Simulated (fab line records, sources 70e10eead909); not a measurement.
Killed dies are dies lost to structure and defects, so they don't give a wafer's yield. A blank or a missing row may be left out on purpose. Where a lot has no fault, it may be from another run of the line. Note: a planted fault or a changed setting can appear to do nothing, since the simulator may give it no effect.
Which tool is to blame? | flow nand-harc | 12 lots, 36 wafers sampled, at 2 steps of a route of 1159

== WHAT THE GAUGES SHOWED, per wafer ==
NHARC_A_CONTACT_INSPECT_44.
lot  | measured     | on                | raw-defect-count
L075 | day 16 15:51 | defect-inspect-01 | 16 12 9
L076 | day 16 20:09 | defect-inspect-02 | 18 14 23
L079 | day 17 11:59 | defect-inspect-02 | 37 47 41
L082 | day 18 00:41 | defect-inspect-02 | 23 23 25
L085 | day 18 12:43 | defect-inspect-01 | 22 27 18
L084 | day 18 22:22 | defect-inspect-02 | 23 32 21
L087 | day 19 04:55 | defect-inspect-02 | 7 21 6
L089 | day 19 16:51 | defect-inspect-01 | 15 21 18
L091 | day 20 11:17 | defect-inspect-02 | 39 57 60
L092 | day 20 19:53 | defect-inspect-01 | 51 45 58
L095 | day 21 08:31 | defect-inspect-01 | 34 33 48
L096 | day 22 14:07 | defect-inspect-02 | 14 18 12

== WHAT TOOL EACH LOT RAN ON (gives the tool, then ch and the chambers of the sampled wafers, and finally the start) ==
lot  | NHARC_A_CONTACT_DEP_28
L075 | acl-dep-02 ch 0, day 16 13:16
L076 | acl-dep-03 ch 0, day 16 18:09
L079 | acl-dep-03 ch 0, day 17 08:51
L082 | acl-dep-01 ch 0, day 17 22:21
L085 | acl-dep-01 ch 0, day 18 10:04
L084 | acl-dep-01 ch 0, day 18 20:16
L087 | acl-dep-03 ch 0, day 19 01:50
L089 | acl-dep-03 ch 0, day 19 14:26
L091 | acl-dep-03 ch 0, day 20 08:08
L092 | acl-dep-03 ch 0, day 20 16:50
L095 | acl-dep-02 ch 0, day 21 05:27
L096 | acl-dep-01 ch 0, day 22 11:01
- NHARC_A_CONTACT_DEP_28: deposits aC, target thk 3600 nm.

== THE ANSWER, worked out from the rows above alone ==
Rule: what is usual is taken from the lots themselves. The widest of any qualifying gaps counts: lots, ordered by their means at a reading, are off when they make up no more than a third of the lots, leave a main group of 4 or more, and stand apart from it by 3 or more times the standard deviation of that group's means. The tables above print the reading to a certain number of digits; a main group whose means all agree to those digits is not used. A lot without any number at a reading at which 4 lots or more have one is off too. Where the step has rows for the other lots, those lots are counted as sound.
No lot is off on any of the readings shown, so nothing can be concluded from this.

== WHAT THE SIMULATOR PUT IN ==
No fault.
